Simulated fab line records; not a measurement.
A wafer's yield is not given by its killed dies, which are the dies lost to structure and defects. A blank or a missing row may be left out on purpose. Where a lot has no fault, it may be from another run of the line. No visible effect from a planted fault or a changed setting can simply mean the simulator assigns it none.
fab line records -- flow n5-finfet
record: lots: 8, wafers: 24, last-day: 17
route steps=1938 shown BEOL_M1@787 BEOL_M4@1111
lots with no fault: from the same line, run without faults
start-h: start of the lot's first displayed wafer, in hours after the record's first day -- wait-h: hours since the lot's step before -- " the same as in the row above -- L1.1+2: a single row standing in for several wafers -- - no value, or no start was given -- * or withheld: withheld -- < > ~ a bound
route shown NAME@n: a module of which the file shows steps, and the number in the route of the first -- usual: average and standard deviation across the fault-free wafers -- same: alike in all rows -- chamber/n: place in a boat -- sites: readings site by site -- _std_site: standard deviation of those values -- _edge_site: mean of outer sites minus mean of inner sites -- radius-mm: how far each site lies from the wafer's centre -- mask NAME#n: copy n -- behind: the most recent tool/chamber to have shaped the wafer -- hold: what put the lot on hold/how long, in hours/how the hold closed -- device: the transistor (n, p or np) that didn't switch -- end of line: tests of these same wafers at the route's end -- where a step has no rows: the recipe by itself -- killed: at the first sort, the dies lost to defects and structure; wafer yield is something else -- map: shows each die of a wafer: x if killed, . if not, _ if none is there
set.NAME: the setting as run; set.NAME@STEP: as run at that earlier step -- model.NAME: the simulator's own value behind a step, which no gauge read
route steps across a sampled set of lots; one table per step, one row per wafer
services: from which hour (start-h, from the record's first day; less than 0 if before it) a tool's chamber was out of use, for how many hours, and why
== steps ==
step: N5_BEOL_M1_OVL_MEAS_29
recipe: points-per-wafer: 522
usual: V0_OVL: 0.2/0.6
lot.wafer,tool,chamber,start-h,wait-h,V0_OVL[nm]
L757.2,overlay-02,0,130.29,0.0,-0.1
L757.5,overlay-02,0,130.29,0.0,-0.1
L757.6,overlay-02,0,130.29,0.0,-0.6
L758.3,overlay-02,0,138.38,0.0,0.8
L758.4,overlay-02,0,138.38,0.0,0.2
L758.5,overlay-02,0,138.38,0.0,0.0
L759.3,overlay-01,0,142.62,0.0,0.2
L759.5,overlay-01,0,142.62,0.0,0.8
L759.6,overlay-01,0,142.62,0.0,-0.8
L761.1,overlay-01,0,155.71,0.0,0.6
L761.3,overlay-01,0,155.71,0.0,0.6
L761.4,overlay-01,0,155.71,0.0,-0.3
L762.2,overlay-01,0,167.33,0.0,-0.9
L762.4,overlay-01,0,167.33,0.0,-1.4
L762.6,overlay-01,0,167.33,0.0,-0.4
L770.1,overlay-02,0,209.92,0.0,-0.6
L770.2,overlay-02,0,209.92,0.0,0.0
L770.4,overlay-02,0,209.92,0.0,0.1
L778.3,overlay-02,0,258.73,0.0,0.8
L778.5,overlay-02,0,258.73,0.0,0.7
L778.6,overlay-02,0,258.73,0.0,-0.5
L779.1,overlay-01,0,261.64,0.0,0.8
L779.3,overlay-01,0,261.64,0.0,1.7
L779.5,overlay-01,0,261.64,0.0,0.8
step: N5_BEOL_M1_TRENCH_ETCH_37
recipe: chemistry: C4F6/O2, target-depth-a: 552.07, target: SiOC, time-s: 29, ion-energy-ev: 250, pressure-mtorr: 30, source-w: 355, bias-w: 185, Ar_flow_sccm: 300, C4F6_flow_sccm: 10, O2_flow_sccm: 10
usual: drypump-motor-current-A: 5.9/0.39, mfc-ar-sccm: 300.1/0.98, oes_ar_750_au: 0.76/0.078, oes_o_777_au: 0.76/0.086, oes-product-au: 0.75/0.079, rf-vpp-V: 665/9.8, showerhead-plenum-p-Torr: 2.82/0.11, throttle-valve-pct: 20.94/0.24
lot.wafer,tool,chamber,start-h,wait-h,drypump-motor-current-A,mfc-ar-sccm,oes_ar_750_au,oes_o_777_au,oes-product-au,rf-hours-counter-h,rf-vpp-V,showerhead-plenum-p-Torr,throttle-valve-pct
L757.2,rie-diel-05,3,135.87,-,6.2,300.3,0.72,0.72,0.71,197,685,2.95,21.03
L757.5,rie-diel-05,3,135.87,-,6.2,301.4,0.71,0.72,0.71,-,685,2.95,21.04
L757.6,rie-diel-05,2,135.87,-,6.2,300.8,0.71,0.71,0.70,-,679,2.71,20.57
L758.3,rie-diel-06,3,139.55,-,6.2,301.2,0.76,0.74,0.75,147,664,2.84,21.24
L758.4,rie-diel-06,0,139.55,-,5.7,302.0,0.77,0.75,0.74,148,655,2.86,21.04
L758.5,rie-diel-06,0,139.55,-,5.7,301.0,0.77,0.74,0.75,-,655,2.86,21.05
L759.3,rie-diel-01,3,143.29,-,5.6,299.5,0.74,0.75,0.72,180,662,2.97,21.17
L759.5,rie-diel-01,1,143.29,-,6.1,300.0,0.72,0.71,0.70,-,667,2.82,21.05
L759.6,rie-diel-01,2,143.29,-,5.2,300.3,0.97,1.01,0.96,-,672,2.79,20.69
L761.1,rie-diel-01,1,159.02,-,6.1,300.7,0.71,0.70,0.71,207,668,2.82,21.07
L761.3,rie-diel-01,0,159.02,-,6.2,299.4,0.72,0.70,0.85,204,664,2.72,21.05
L761.4,rie-diel-01,3,159.02,-,5.6,300.1,0.74,0.75,0.72,186,662,2.97,21.18
L762.2,rie-diel-05,2,168.07,-,6.2,299.8,0.70,0.70,0.70,224,676,2.70,20.57
L762.4,rie-diel-05,0,168.07,-,6.4,302.1,0.71,0.72,0.70,242,652,2.68,21.33
L762.6,rie-diel-05,1,168.07,-,6.0,302.2,0.75,0.76,0.74,-,660,2.84,20.70
L770.1,rie-diel-05,3,223.65,-,6.2,300.0,0.69,0.70,0.68,226,685,2.93,21.08
L770.2,rie-diel-05,0,223.65,-,6.4,300.2,0.95,0.97,0.94,5,663,3.01,20.96
L770.4,rie-diel-05,1,223.65,-,6.0,300.3,0.74,0.75,0.73,180,658,2.84,20.72
L778.3,rie-diel-05,1,264.82,-,6.0,299.1,0.74,0.74,0.72,191,659,2.83,20.75
L778.5,rie-diel-05,3,264.82,-,6.2,300.9,0.69,0.69,0.67,-,685,2.93,21.09
L778.6,rie-diel-05,0,264.82,-,6.4,299.8,0.92,0.92,0.90,-,662,3.00,20.99
L779.1,rie-diel-01,1,265.29,-,6.1,298.1,0.70,0.69,0.68,238,666,2.80,21.10
L779.3,rie-diel-01,2,265.29,-,5.2,300.4,0.88,0.91,0.87,37,672,2.78,20.73
L779.5,rie-diel-01,1,265.29,-,6.1,299.1,0.70,0.69,0.69,-,665,2.80,21.11
step: N5_BEOL_M1_STRIP_97
recipe: chemistry: N2/H2, time-s: 10, power-w: 450, temp-c: 40, pressure-mtorr: 20, rf-frequency-hz: 6e+07, bias-power-w: 7, n2-flow-sccm: 200, h2-flow-sccm: 200
usual: bias-power-w: 6.999/0.02, drypump-motor-current-A: 5.9/0.39, oes-product-au: 0.75/0.076, rf-vpp-V: 59.1/0.86, showerhead-plenum-p-Torr: 2.51/0.1, throttle-valve-pct: 23.7/0.39
lot.wafer,tool,chamber,start-h,wait-h,bias-power-w,drypump-motor-current-A,oes-product-au,rf-hours-counter-h,rf-vpp-V,showerhead-plenum-p-Torr,throttle-valve-pct
L757.2,rie-diel-05,3,-,-,6.974,6.2,0.70,197,59.8,2.64,23.8
L757.5,rie-diel-05,3,-,-,6.998,6.2,0.69,-,58.5,2.64,23.8
L757.6,rie-diel-05,2,-,-,6.962,6.2,0.70,-,59.2,2.40,22.9
L758.3,rie-diel-06,3,-,-,6.982,6.2,0.77,147,58.8,2.54,24.2
L758.4,rie-diel-06,0,-,-,7.024,5.7,0.75,148,59.4,2.55,24.1
L758.5,rie-diel-06,0,-,-,7.009,5.7,0.76,-,59.5,2.55,24.1
L759.3,rie-diel-01,3,-,-,6.960,5.6,0.72,180,58.9,2.62,23.8
L759.5,rie-diel-01,1,-,-,6.984,6.1,0.72,-,58.4,2.50,23.8
L759.6,rie-diel-01,2,-,-,6.986,5.2,0.94,-,59.2,2.48,23.6
L761.1,rie-diel-01,1,-,-,7.034,6.1,0.73,207,59.1,2.50,23.8
L761.3,rie-diel-01,0,-,-,6.961,6.2,0.71,204,59.7,2.41,24.1
L761.4,rie-diel-01,3,-,-,6.990,5.7,0.72,186,59.4,2.62,23.8
L762.2,rie-diel-05,2,-,-,7.001,6.2,0.70,224,59.9,2.39,22.9
L762.4,rie-diel-05,0,-,-,7.002,6.4,0.69,242,56.9,2.41,24.3
L762.6,rie-diel-05,1,-,-,6.990,6.0,0.74,-,58.5,2.52,23.3
L770.1,rie-diel-05,3,-,-,6.979,6.2,0.67,226,60.3,2.63,23.8
L770.2,rie-diel-05,0,-,-,6.985,6.4,0.95,5,59.9,2.72,24.0
L770.4,rie-diel-05,1,-,-,7.002,6.1,0.73,180,59.3,2.52,23.3
L778.3,rie-diel-05,1,-,-,7.005,6.0,0.73,191,57.9,2.52,23.3
L778.5,rie-diel-05,3,-,-,7.025,6.2,0.67,-,59.0,2.62,23.8
L778.6,rie-diel-05,0,-,-,7.011,6.4,0.90,-,59.3,2.72,24.0
L779.1,rie-diel-01,1,-,-,7.001,6.1,0.70,238,59.6,2.49,23.9
L779.3,rie-diel-01,2,-,-,6.996,5.2,0.85,38,59.1,2.47,23.7
L779.5,rie-diel-01,1,-,-,6.992,6.1,0.70,-,61.0,2.49,23.8
step: N5_BEOL_M1_OCD_MEAS_38
usual: trench-depth-nm: 55.0/1
lot.wafer,tool,chamber,start-h,wait-h,trench-depth-nm
L757.2,ocd-01,-,136.03,-,55.2
L757.5,ocd-01,-,136.03,-,55.6
L757.6,ocd-01,-,136.03,-,55.7
L758.3,ocd-02,-,139.71,-,54.7
L758.4,ocd-02,-,139.71,-,53.0
L758.5,ocd-02,-,139.71,-,53.8
L759.3,ocd-02,-,143.45,-,54.8
L759.5,ocd-02,-,143.45,-,51.9
L759.6,ocd-02,-,143.45,-,56.0
L761.1,ocd-02,-,159.17,-,53.4
L761.3,ocd-02,-,159.17,-,71.4
L761.4,ocd-02,-,159.17,-,55.3
L762.2,ocd-02,-,168.23,-,55.9
L762.4,ocd-02,-,168.23,-,55.0
L762.6,ocd-02,-,168.23,-,54.6
L770.1,ocd-01,-,223.81,-,55.2
L770.2,ocd-01,-,223.81,-,55.7
L770.4,ocd-01,-,223.81,-,55.7
L778.3,ocd-02,-,264.98,-,55.1
L778.5,ocd-02,-,264.98,-,54.3
L778.6,ocd-02,-,264.98,-,55.4
L779.1,ocd-01,-,265.45,-,51.5
L779.3,ocd-01,-,265.45,-,56.6
L779.5,ocd-01,-,265.45,-,52.8
step: N5_BEOL_M1_DEGAS_44
recipe: ambient: vacuum, temp-c: 250, time-s: 60
usual: heater-power-w: 329/34
lot.wafer,tool,chamber,start-h,wait-h,heater-power-w
L757.2,pvd-sputter-02,-,136.59,0.3,289
L757.5,pvd-sputter-02,-,136.59,0.3,322
L757.6,pvd-sputter-02,-,136.59,0.3,294
L758.3,pvd-sputter-01,-,140.50,0.6,305
L758.4,pvd-sputter-01,-,140.50,0.6,333
L758.5,pvd-sputter-01,-,140.50,0.6,301
L759.3,pvd-sputter-03,-,143.71,0.1,302
L759.5,pvd-sputter-03,-,143.71,0.1,306
L759.6,pvd-sputter-03,-,143.71,0.1,322
L761.1,pvd-sputter-01,-,160.31,1.0,329
L761.3,pvd-sputter-01,-,160.31,1.0,301
L761.4,pvd-sputter-01,-,160.31,1.0,336
L762.2,pvd-sputter-02,-,168.99,0.6,326
L762.4,pvd-sputter-02,-,168.99,0.6,369
L762.6,pvd-sputter-02,-,168.99,0.6,297
L770.1,pvd-sputter-02,-,224.16,0.2,291
L770.2,pvd-sputter-02,-,224.16,0.2,316
L770.4,pvd-sputter-02,-,224.16,0.2,361
L778.3,pvd-sputter-02,-,265.97,0.8,327
L778.5,pvd-sputter-02,-,265.97,0.8,374
L778.6,pvd-sputter-02,-,265.97,0.8,295
L779.1,pvd-sputter-01,-,266.55,1.0,309
L779.3,pvd-sputter-01,-,266.55,1.0,339
L779.5,pvd-sputter-01,-,266.55,1.0,330
step: N5_BEOL_M4_RC_MEAS_101
usual: CHAIN_V0: 235/9.2, CHAIN_V0_max_site: 244/9.9, DIBL_N: 36.0/1.7, DIBL_P: 35.8/2, IOFF_N: 0.15/0.03, IOFF_P: 0.20/0.037, ION_N: 670/12, ION_P: 460/7.2, SS_N: 71.5/0.68, SS_P: 73.2/0.65, VT_N: 250/3.1, VT_P: -251/3.4
lot.wafer,tool,chamber,start-h,wait-h,CHAIN_V0[ohm/link],CHAIN_V0_max_site[ohm/link],DIBL_N[mV/V],DIBL_P[mV/V],IOFF_N[nA/um],IOFF_P[nA/um],ION_N[uA/um],ION_P[uA/um],SS_N[mV/dec],SS_P[mV/dec],VT_N[mV],VT_P[mV]
L757.2,prober-01,0,175.62,0.2,240,245,36.4,35.4,0.16,0.20,664,456,71.6,73.0,250,-251
L757.5,prober-01,0,175.62,0.2,247,258,34.2,31.6,0.11,0.16,655,455,70.5,72.0,256,-256
L757.6,prober-01,0,175.62,0.2,259,266,34.7,32.5,0.13,0.16,662,454,71.2,72.5,253,-257
L759.3,prober-02,0,177.73,0.3,234,243,38.8,39.1,0.20,0.28,671,463,72.0,74.1,246,-244
L759.5,prober-02,0,177.73,0.3,248,257,37.2,37.0,0.16,0.22,664,459,71.6,72.7,249,-247
L759.6,prober-02,0,177.73,0.3,233,243,36.9,35.8,0.14,0.21,667,460,72.1,73.2,250,-250
L758.3,prober-01,0,180.80,0.3,243,250,34.3,33.3,0.12,0.16,668,456,71.9,72.0,251,-252
L758.4,prober-01,0,180.80,0.3,249,260,35.8,34.4,0.15,0.17,677,457,72.1,72.7,247,-253
L758.5,prober-01,0,180.80,0.3,240,250,36.6,34.3,0.15,0.16,646,440,72.3,72.8,252,-253
L762.2,prober-01,0,200.75,0.2,249,261,36.3,37.4,0.15,0.21,654,448,70.6,73.9,248,-252
L762.4,prober-01,0,200.75,0.2,230,234,34.4,36.1,0.13,0.18,663,460,71.2,73.1,252,-251
L762.6,prober-01,0,200.75,0.2,247,257,39.2,40.2,0.20,0.27,669,455,73.0,74.0,246,-251
L761.1,prober-02,0,200.82,0.0,242,251,33.1,33.7,0.12,0.15,662,454,71.1,73.2,252,-255
L761.3,prober-02,0,200.82,0.0,186,190,35.5,36.5,0.16,0.18,666,449,71.8,73.2,248,-254
L761.4,prober-02,0,200.82,0.0,223,238,34.2,35.5,0.14,0.18,682,469,71.3,72.5,251,-255
L770.1,prober-02,0,261.88,0.0,233,239,34.5,34.6,0.12,0.16,667,455,71.1,72.6,252,-255
L770.2,prober-02,0,261.88,0.0,226,241,37.2,37.2,0.16,0.19,676,457,71.5,72.8,250,-254
L770.4,prober-02,0,261.88,0.0,225,236,37.5,38.0,0.16,0.20,672,460,72.1,73.8,252,-253
L778.3,prober-02,0,305.41,0.3,221,232,34.7,33.1,0.14,0.17,671,462,71.1,72.5,248,-253
L778.5,prober-02,0,305.41,0.3,217,223,35.7,35.3,0.15,0.20,684,465,70.8,73.3,247,-252
L778.6,prober-02,0,305.41,0.3,232,238,37.3,35.7,0.17,0.21,665,457,71.3,72.6,248,-250
L779.1,prober-02,0,317.11,0.0,229,235,36.1,37.4,0.16,0.21,685,467,71.8,73.0,251,-252
L779.3,prober-02,0,317.11,0.0,218,225,32.9,33.9,0.12,0.17,672,457,70.4,72.3,252,-252
L779.5,prober-02,0,317.11,0.0,233,240,36.1,37.3,0.16,0.20,681,460,71.1,73.9,249,-253
sites CHAIN_V0 radius-mm=0,75,75,75,75,140,140,140,140
L757.2 239 243 242 240 239 225 245 242 232
L759.3 224 239 234 229 242 240 233 231 243
L758.3 243 238 239 241 250 250 243 247 248
L762.2 252 254 261 259 249 238 246 233 235
L761.1 229 245 237 236 245 251 237 242 246
L770.1 233 238 239 238 233 218 217 222 227
L778.3 229 225 221 221 232 218 214 213 215
L779.1 235 228 231 229 235 220 230 229 220
== services ==
tool,chamber,start-h,hours,kind
rie-diel-01,2,121.22,-,clean
rie-diel-01,2,121.22,-,consumable-replace:focus-ring
rie-diel-01,2,121.22,12.1,scheduled-down
rie-diel-01,2,121.22,12.1,vent-cycle
rie-diel-01,3,123.80,3.1,repair
rie-diel-06,0,190.33,6.5,repair
rie-diel-05,0,192.88,-,clean
rie-diel-05,0,192.88,-,consumable-replace:focus-ring
rie-diel-05,0,192.88,-,consumable-replace:showerhead
rie-diel-05,0,192.88,15.2,scheduled-down
rie-diel-05,0,192.88,15.2,vent-cycle
rie-diel-06,2,195.78,28.7,repair
rie-diel-05,1,197.55,24.1,repair
pvd-sputter-02,-,200.34,4.0,repair
rie-diel-05,1,244.64,5.5,repair
rie-diel-01,0,249.43,3.8,repair
rie-diel-05,2,250.16,-,clean
rie-diel-05,2,250.16,-,consumable-replace:focus-ring
rie-diel-05,2,250.16,-,consumable-replace:showerhead
rie-diel-05,2,250.16,21.8,scheduled-down
rie-diel-05,2,250.16,21.8,vent-cycle
rie-diel-06,1,259.30,-,clean
rie-diel-06,1,259.30,-,consumable-replace:focus-ring
rie-diel-01,2,265.90,16.8,repair
== key ==
first-sign: step: N5_BEOL_M1_OCD_MEAS_38, reading: trench-depth-nm, direction: up, sigmas: 16, usual: 55.0, struck: 71.4
effect: step: N5_BEOL_M4_RC_MEAS_101, reading: CHAIN_V0, direction: down, sigmas: 5.3, usual: 235, struck: 186
effect: step: N5_BEOL_M4_RC_MEAS_101, reading: CHAIN_V0_max_site, direction: down, sigmas: 5.4, usual: 244, struck: 190
met-at N5_BEOL_M1_TRENCH_ETCH_37
struck-lots L761
struck-wafers L761.3
not-acting-at N5_BEOL_M1_OVL_MEAS_29,N5_BEOL_M1_STRIP_97,N5_BEOL_M1_DEGAS_44
onset-between 143.29 159.02
fault: kind: process-parameter-drift, tool: rie-diel-01, chamber: -, onset-h: 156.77, steps: N5_BEOL_M1_TRENCH_ETCH_37, channel: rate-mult, offset: 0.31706, shape: step, end-h: 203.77, scope: struck-wafers-only
